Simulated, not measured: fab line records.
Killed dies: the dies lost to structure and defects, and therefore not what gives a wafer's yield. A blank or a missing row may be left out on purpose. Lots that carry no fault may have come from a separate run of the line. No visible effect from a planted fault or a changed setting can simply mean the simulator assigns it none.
fab line records    flow n5Finfet
record: lots: 7  wafers: 21
route steps=1938 shown BEOL_M11@1565 BEOL_M13@1680 BEOL_M14@1751 BEOL_M15@1809 MIM_BOT_ETCH@1866
startH: hours from the record's opening day to when the first of the lot's shown wafers began    waitH: hours since the lot's step before    " as in the row above    L1.1+2: a row that stands for several wafers    - no value present, or no start provided    * or withheld: withheld    < > ~ a bound
route shown NAME@n: names a module that has steps shown in the file, with the first one's number in the route    usual: the fault-free wafers' mean and standard deviation    same: alike in all rows    chamber/n: place in a boat    sites: the reading at each site    _std_site: the standard deviation of these    _edge_site: outer sites' mean less inner sites'    radiusMm: how far each site lies from the wafer's centre    mask NAME#n: copy n    behind: the last tool/chamber to shape the wafer    hold: why the lot was held/for how many hours/how that ended    device: transistor that didn't switch, given as n, p or np    end of line: tests of these same wafers at the route's end    a step given without rows: its recipe and nothing more    killed: the dies lost at the first sort to structure and to defects; this is not the yield of the wafer    map: per-die view of a wafer (x killed, . not killed, _ where there is no die)
set.NAME: setting as actually run; set.NAME@STEP: the setting as run at that earlier step    model.NAME: the simulator's own value behind a step, which no gauge read
lots whose settings were changed on purpose; a table a step, a row a wafer
== steps ==
step: N5_BEOL_M11_EXPOSE_25
recipe: maskId: V10  na: 1.35  sourceShape: annular  sigmaInner: 0.5  sigmaOuter: 0.8  polarization: unpolarized  doseMj: 85.5
lot.wafer   tool            chamber  startH  waitH  mask   set.doseMj
L074.1+2    arfiScanner-03  0        243.24  -      V10#0  85.5
L074.3      "               0        "       "      V10#0  87.78
L083.2      arfiScanner-02  0        281.32  -      V10#0  81.89
L083.3+6    "               0        "       "      V10#0  85.5
L090.3+5    arfiScanner-02  0        323.12  -      V10#0  83.1
L090.4      "               0        "       "      V10#0  85.5
L092.1+2+3  arfiScanner-01  0        331.11  -      V10#0  85.5
L089.1+2+3  arfiScanner-01  0        339.68  -      V10#0  85.5
L093.3+5    arfiScanner-02  0        345.69  -      V10#0  87.39
L093.4      "               0        "       "      V10#0  85.5
L095.4+5+6  arfiScanner-03  0        362.72  -      V10#0  85.5
step: N5_BEOL_M11_PEB_26
recipe: pebTempC: withheld  pebTimeS: 60  resist: CAR-ArF
step: N5_BEOL_M11_DEVELOP_27
recipe: developTimeS: 30  developer: TMAH  resist: CAR-ArF  rinseLiquid: diw  dry: airSpin  devTempC: 23
lot.wafer   tool           chamber  startH  waitH  set.spinRpm@BEOL_M11_COAT_22  model.CAR-ArF_of_BEOL_M11_COAT_22.thkNm
L074.1+2    lithoTrack-05  0        -       -      1500                          88.6
L074.3      "              0        "       "      1653                          84.6
L083.2      lithoTrack-04  0        -       -      1500                          88.4
L083.3+6    "              0        "       "      1500                          88.6
L090.3+4+5  lithoTrack-05  0        -       -      1500                          88
L092.1      lithoTrack-04  0        -       -      1500                          88.2
L092.2      "              0        "       "      1500                          88
L092.3      "              0        "       "      1500                          88.6
L089.1      lithoTrack-03  0        -       -      1500                          88.4
L089.2      "              0        "       "      1419                          91.2
L089.3      "              0        "       "      1500                          88.2
L093.3+4    lithoTrack-03  0        -       -      1500                          88.4
L093.5      "              0        "       "      1500                          88.6
L095.4      lithoTrack-03  0        -       -      1500                          88.4
L095.5      "              0        "       "      1560                          86.4
L095.6      "              0        "       "      1560                          86.6
step: N5_BEOL_M11_CD_MEAS_28
recipe: targetCdNm: 70  landingEnergyEv: 500  detector: seInlens  polarity: opening
usual: cdNm: 70.3/0.91
lot.wafer  tool      chamber  startH  waitH  set.doseMj@BEOL_M11_EXPOSE_25  cdNm
L074.1     cdSem-02  0        243.37  -      85.5                           69.3
L074.2     "         0        "       "      85.5                           71.7
L074.3     "         0        "       "      87.78                          73.7
L083.2     cdSem-03  0        281.44  -      81.89                          65.0
L083.3     "         0        "       "      85.5                           69.2
L083.6     "         0        "       "      85.5                           70.5
L090.3     cdSem-02  0        323.24  -      83.1                           66.8
L090.4     "         0        "       "      85.5                           70.6
L090.5     "         0        "       "      83.1                           67.3
L092.1     cdSem-01  0        331.24  -      85.5                           69.6
L092.2     "         0        "       "      85.5                           70.2
L092.3     "         0        "       "      85.5                           70.6
L089.1     cdSem-03  0        339.81  -      85.5                           71.4
L089.2     "         0        "       "      85.5                           70.7
L089.3     "         0        "       "      85.5                           69.5
L093.3     cdSem-03  0        345.81  -      87.39                          72.6
L093.4     "         0        "       "      85.5                           69.9
L093.5     "         0        "       "      87.39                          72.3
L095.4     cdSem-03  0        362.83  -      85.5                           70.5
L095.5     "         0        "       "      85.5                           71.0
L095.6     "         0        "       "      85.5                           70.6
step: N5_BEOL_M11_DESCUM_33
recipe: chemistry: O2  timeS: 7.9  sourcePowerW: 50  biasPowerW: 20  pressureMtorr: 20  rfFrequencyHz: 2.712e+07  tempC: 40  resist: CAR-ArF  o2FlowSccm: 225
step: N5_BEOL_M11_ETCH_65
recipe: chemistry: CF4  target: SiARC  targetDepthA: 390  maskMaterial: CAR-ArF  timeS: 65  ionEnergyEv: 80  pressureMtorr: 40  sourceW: 545  biasW: 36  Ar_flow_sccm: 100  cf4FlowSccm: 100  ends: cleared
lot.wafer  tool        chamber  startH  waitH  set.spinRpm@BEOL_M11_COAT_22  model.CAR-ArF_of_BEOL_M11_COAT_22.thkNm
L074.1     rieDiel-01  1        243.49  0.0    1500                          55.8
L074.2     "           3        "       "      1500                          55.6
L074.3     "           2        "       "      1653                          51.8
L083.2+6   rieDiel-05  1        281.57  0.0    1500                          55.6
L083.3     "           2        "       "      1500                          55.8
L090.3     rieDiel-05  1        323.68  0.0    1500                          55
L090.4+5   "           0,2      "       "      1500                          55.2
L092.1     rieDiel-01  3        331.38  0.0    1500                          55.6
L092.2     "           1        "       "      1500                          55.4
L092.3     "           2        "       "      1500                          55.8
L089.1+3   rieDiel-06  2,0      340.12  0.0    1500                          55.6
L089.2     "           1        "       "      1419                          58.4
L093.3+5   rieDiel-06  3,2      345.93  0.0    1500                          55.8
L093.4     "           2        "       "      1500                          55.6
L095.4     rieDiel-05  3        362.95  0.0    1500                          55.4
L095.5     "           0        "       "      1560                          53.4
L095.6     "           3        "       "      1560                          53.6
step: N5_BEOL_M13_COAT_65
recipe: resist: SOC  tempC: 250  timeS: 60  spinRpm: 1500  resistThkNm: 350
lot.wafer  tool           chamber  startH  waitH  set.spinRpm  model.SOC_of_BEOL_M13_COAT_65.thkNm
L074.1     lithoTrack-05  0        253.82  0.0    1500         352.2
L074.2     "              0        "       "      1604         339.4
L074.3     "              0        "       "      1604         339
L083.2     lithoTrack-01  0        295.51  0.0    1500         348.4
L083.3     "              0        "       "      1423         356.8
L083.6     "              0        "       "      1423         358.4
L090.3     lithoTrack-01  0        336.90  0.0    1500         349.8
L090.4+5   "              0        "       "      1427         358.4
L092.1     lithoTrack-05  0        340.46  0.0    1500         351.2
L092.2+3   "              0        "       "      1500         350
L089.1     lithoTrack-01  0        349.68  0.0    1500         350.2
L089.2     "              0        "       "      1650         332.6
L089.3     "              0        "       "      1650         332.2
L093.3     lithoTrack-01  0        356.57  0.0    1364         365.6
L093.4     "              0        "       "      1500         348.4
L093.5     "              0        "       "      1500         348.6
L095.4     lithoTrack-01  0        374.49  0.0    1500         350.6
L095.5+6   "              0        "       "      1500         350.2
step: N5_BEOL_M13_EXPOSE_25
recipe: maskId: M13  na: 0.93  sourceShape: conventional  sigmaOuter: 0.4  polarization: unpolarized  targetCdNm: 210  doseMj: 22
lot.wafer   tool           chamber  startH  waitH  mask   set.doseMj
L074.1+3    krfScanner-01  0        254.52  -      M13#0  22.48
L074.2      "              0        "       "      M13#0  22
L083.2      krfScanner-01  0        295.76  -      M13#0  22
L083.3+6    "              0        "       "      M13#0  21.33
L090.3+4+5  krfScanner-01  0        337.15  -      M13#0  22
L092.1+2+3  krfScanner-02  0        340.57  -      M13#0  22
L089.1+2+3  krfScanner-01  0        349.93  -      M13#0  22
L093.3+4+5  krfScanner-01  0        356.82  -      M13#0  22
L095.4+5    krfScanner-01  0        374.62  -      M13#0  21.01
L095.6      "              0        "       "      M13#0  22
step: N5_BEOL_M13_PEB_26
recipe: pebTempC: 130  pebTimeS: 90
step: N5_BEOL_M13_DEVELOP_27
recipe: developTimeS: 45  rinseLiquid: diw  dry: airSpin  devTempC: 21
step: N5_BEOL_M13_HARDBAKE_32
recipe: tempC: 130  timeS: 120
step: N5_BEOL_M13_CD_MEAS_28
recipe: targetCdNm: 209.5  landingEnergyEv: 500  detector: seInlens
usual: cdNm: 210.1/1.7
lot.wafer  tool      chamber  startH  waitH  set.doseMj@BEOL_M13_EXPOSE_25  cdNm
L074.1     cdSem-03  0        254.69  -      22.48                          210.4
L074.2     "         0        "       "      22                             208.5
L074.3     "         0        "       "      22.48                          210.7
L083.2     cdSem-02  0        295.92  -      22                             210.7
L083.3     "         0        "       "      21.33                          207.5
L083.6     "         0        "       "      21.33                          205.8
L090.3     cdSem-02  0        337.31  -      22                             209.5
L090.4     "         0        "       "      22                             211.9
L090.5     "         0        "       "      22                             210.7
L092.1     cdSem-03  0        340.75  -      22                             211.3
L092.2     "         0        "       "      22                             208.7
L092.3     "         0        "       "      22                             209.0
L089.1     cdSem-02  0        350.10  -      22                             209.7
L089.2     "         0        "       "      22                             210.8
L089.3     "         0        "       "      22                             211.2
L093.3     cdSem-03  0        356.98  -      22                             208.9
L093.4     "         0        "       "      22                             209.5
L093.5     "         0        "       "      22                             209.1
L095.4     cdSem-01  0        374.78  -      21.01                          203.9
L095.5     "         0        "       "      21.01                          205.7
L095.6     "         0        "       "      22                             210.6
step: N5_BEOL_M13_DESCUM_33
recipe: chemistry: O2  timeS: 7.9  sourcePowerW: 50  biasPowerW: 20  pressureMtorr: 20  rfFrequencyHz: 2.712e+07  tempC: 40  o2FlowSccm: 225
lot.wafer  tool        chamber  startH  waitH  set.doseMj@BEOL_M13_EXPOSE_25  model.BEOL_M13.cdNm
L074.1     rieDiel-06  1        254.78  0.0    22.48                          210.8
L074.2     "           2        "       "      22                             208.4
L074.3     "           3        "       "      22.48                          210.2
L083.2     rieDiel-01  1        296.01  0.0    22                             210.6
L083.3     "           3        "       "      21.33                          207.6
L083.6     "           0        "       "      21.33                          206
L090.3     rieDiel-06  3        337.40  0.0    22                             209.4
L090.4     "           2        "       "      22                             211.8
L090.5     "           3        "       "      22                             210.6
L092.1     rieDiel-06  0        341.03  0.2    22                             210.8
L092.2     "           2        "       "      22                             208.6
L092.3     "           1        "       "      22                             209
L089.1     rieDiel-01  3        350.78  0.6    22                             210
L089.2     "           2        "       "      22                             210.8
L089.3     "           1        "       "      22                             211.6
L093.3     rieDiel-01  1        357.07  0.0    22                             208.8
L093.4+5   "           1,2      "       "      22                             209.2
L095.4     rieDiel-06  3        374.88  0.0    21.01                          203.8
L095.5     "           1        "       "      21.01                          205.4
L095.6     "           0        "       "      22                             210.6
step: N5_BEOL_M14_ETCH_68
recipe: chemistry: N2/H2  target: SOC  maskMaterial: SiARC  sourceW: 3000  biasW: 350  tempC: 40  timeS: 450  ionEnergyEv: 200  pressureMtorr: 30  n2FlowSccm: 200  h2FlowSccm: 200
lot.wafer  tool        chamber  startH  waitH  set.timeS  model.SiARC_of_BEOL_M14_COAT_66.thkNm
L074.1     rieDiel-02  0        258.90  0.1    450        64
L074.2     "           1        "       "      450        64.6
L074.3     "           3        "       "      519        57.8
L083.2     rieDiel-04  0        303.10  0.1    450        64.2
L083.3     "           2        "       "      450        63.8
L083.6     "           1        "       "      450        64.8
L090.3     rieDiel-02  0        344.54  0.1    380.4      71.6
L090.4     "           3        "       "      450        64
L090.5     "           0        "       "      380.4      71.8
L092.1     rieDiel-04  0        345.69  0.1    450        64
L092.2     "           1        "       "      450        64.8
L092.3     "           3        "       "      450        65.4
L089.1+2   rieDiel-04  0,2      356.93  0.1    450        64.8
L089.3     "           1        "       "      450        65
L093.3+5   rieDiel-04  3        364.42  0.1    450        65.6
L093.4     "           2        "       "      450        64.8
L095.4     rieDiel-02  2        382.95  0.1    503.7      60.6
L095.5     "           1        "       "      450        65.6
L095.6     "           2        "       "      450        65.8
step: N5_BEOL_M15_TRENCH_ETCH_34
recipe: chemistry: C4F8/O2/Ar  target: SiO2  targetDepthA: 8729.3  heInnerTorr: 15  heOuterTorr: 30  timeS: 199  ionEnergyEv: 800  pressureMtorr: 20  sourceW: 1905  biasW: 2040  Ar_flow_sccm: 400  C4F8_flow_sccm: 16  O2_flow_sccm: 12
usual: rfVppV: 2216/27
lot.wafer  tool        chamber  startH  waitH  set.biasW  rfVppV
L074.1     rieDiel-06  2        267.22  0.0    2040       2192
L074.2     "           3        "       "      2040       2222
L074.3     "           0        "       "      2040       2191
L083.2     rieDiel-01  0        312.46  0.0    2040       2216
L083.3     "           3        "       "      1933       2131
L083.6     "           2        "       "      1933       2157
L090.3     rieDiel-06  0        350.03  0.0    1897       2080
L090.4     "           1        "       "      1897       2091
L090.5     "           1        "       "      2040       2200
L092.1     rieDiel-06  3        351.13  0.0    2040       2220
L092.2     "           1        "       "      2040       2199
L092.3     "           0        "       "      2040       2188
L089.1     rieDiel-05  3        367.14  0.0    2040       2277
L089.2     "           0        "       "      2189       2326
L089.3     "           2        "       "      2040       2294
L093.3     rieDiel-05  0        377.12  0.0    2326       2424
L093.4     "           3        "       "      2326       2491
L093.5     "           1        "       "      2326       2410
L095.4     rieDiel-05  3        389.07  0.0    2040       2278
L095.5     "           1        "       "      1816       2028
L095.6     "           2        "       "      1816       2113
step: N5_MIM_BOT_ETCH_ETCH_04
recipe: chemistry: CF4/O2  target: SiNx  targetDepthA: 260  timeS: 13  ionEnergyEv: 100  pressureMtorr: 40  sourceW: 535  biasW: 49  Ar_flow_sccm: 100  cf4FlowSccm: 100  O2_flow_sccm: 10
lot.wafer  tool        chamber  startH  waitH  set.timeS  model.etch.depthNm
L074.1     rieDiel-04  1        278.17  0.0    11.7       22.91
L074.2     "           0        "       "      11.7       23.64
L074.3     "           3        "       "      11.7       23.75
L083.2     rieDiel-03  3        322.42  0.0    10.84      21.15
L083.3     "           1        "       "      13         25.91
L083.6     "           3        "       "      13         25.31
L090.3     rieDiel-02  1        361.57  0.0    13         26.88
L090.4     "           3        "       "      14.24      28.85
L090.5     "           0        "       "      14.24      29.12
L092.1     rieDiel-02  0        361.98  0.0    13         26.37
L092.2     "           3        "       "      13         25.92
L092.3     "           1        "       "      13         26.95
L089.1     rieDiel-03  3        375.72  0.0    13.81      27.27
L089.2     "           1        "       "      13.81      27.85
L089.3     "           0        "       "      13.81      28.39
L093.3     rieDiel-04  1        384.26  0.0    13         25.64
L093.4     "           0        "       "      13         25.96
L093.5     "           3        "       "      13         26.08
L095.4     rieDiel-04  3        400.33  0.0    13         26.37
L095.5     "           0        "       "      13         26.36
L095.6     "           2        "       "      13         26.19
step: N5_MIM_BOT_ETCH_ETCH_00
recipe: chemistry: Cl2/BCl3  target: TiN  targetDepthA: 455  ionEnergyEv: 150  pressureMtorr: 10  icpW: 1000  biasW: 126  Cl2_flow_sccm: 53.25  bcl3FlowSccm: 21.75  Ar_flow_sccm: 25
lot.wafer  tool         chamber  startH  waitH  set.biasW  model.etch.depthNm
L074.1     rieMetal-01  1        278.35  0.1    142.4      48.46
L074.2     "            0        "       "      142.4      48.15
L074.3     "            1        "       "      126        46.19
L083.2     rieMetal-02  0        322.60  0.1    126        46.58
L083.3     "            1        "       "      110.3      45.01
L083.6     "            1        "       "      126        46.91
L090.3     rieMetal-01  0        361.79  0.1    144.1      48.12
L090.4     "            1        "       "      144.1      47.4
L090.5     "            1        "       "      126        45.6
L092.1     rieMetal-03  0        362.16  0.1    126        47.16
L092.2     "            1        "       "      126        46.87
L092.3     "            0        "       "      126        47
L089.1     rieMetal-02  1        375.90  0.1    126        45.82
L089.2     "            0        "       "      116.6      45.21
L089.3     "            1        "       "      116.6      44.39
L093.3     rieMetal-02  0        384.48  0.1    126        46.82
L093.4     "            1        "       "      110.3      43.77
L093.5     "            1        "       "      126        45.85
L095.4     rieMetal-01  1        400.52  0.1    142.4      48.09
L095.5     "            0        "       "      142.4      47.9
L095.6     "            1        "       "      126        45.74
== key ==
split: step: N5_BEOL_M11_EXPOSE_25  setting: doseMj  stated: 85.5  by: wafer
response: step: N5_BEOL_M11_CD_MEAS_28  reading: cdNm  change: +1.19  per: 1%  r: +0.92
split: step: N5_BEOL_M13_COAT_65  setting: spinRpm  stated: 1500  by: wafer
response: step: N5_BEOL_M13_COAT_65  reading: model.SOC_of_BEOL_M13_COAT_65.thkNm  change: -1.83  per: 1%  r: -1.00
split: step: N5_BEOL_M13_EXPOSE_25  setting: doseMj  stated: 22  by: wafer
response: step: N5_BEOL_M13_CD_MEAS_28  reading: cdNm  change: +1.26  per: 1%  r: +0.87
response: step: N5_BEOL_M13_DESCUM_33  reading: model.BEOL_M13.cdNm  change: +1.26  per: 1%  r: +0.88
split: step: N5_BEOL_M14_ETCH_68  setting: timeS  stated: 450  by: wafer
response: step: N5_BEOL_M14_ETCH_68  reading: model.SiARC_of_BEOL_M14_COAT_66.thkNm  change: -0.453  per: 1%  r: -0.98
split: step: N5_BEOL_M15_TRENCH_ETCH_34  setting: biasW  stated: 2040  by: wafer
response: step: N5_BEOL_M15_TRENCH_ETCH_34  reading: rfVppV  change: +15  per: 1%  r: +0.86
split: step: N5_MIM_BOT_ETCH_ETCH_04  setting: timeS  stated: 13  by: wafer
response: step: N5_MIM_BOT_ETCH_ETCH_04  reading: model.etch.depthNm  change: +0.257  per: 1%  r: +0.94
split: step: N5_MIM_BOT_ETCH_ETCH_00  setting: biasW  stated: 126  by: wafer
response: step: N5_MIM_BOT_ETCH_ETCH_00  reading: model.etch.depthNm  change: +0.164  per: 1%  r: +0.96
split outsideThisFile step=N5_BEOL_M11_COAT_22 setting=spinRpm
split outsideThisFile: this setting was split too, and the file shows its column; the key of that split is in another file
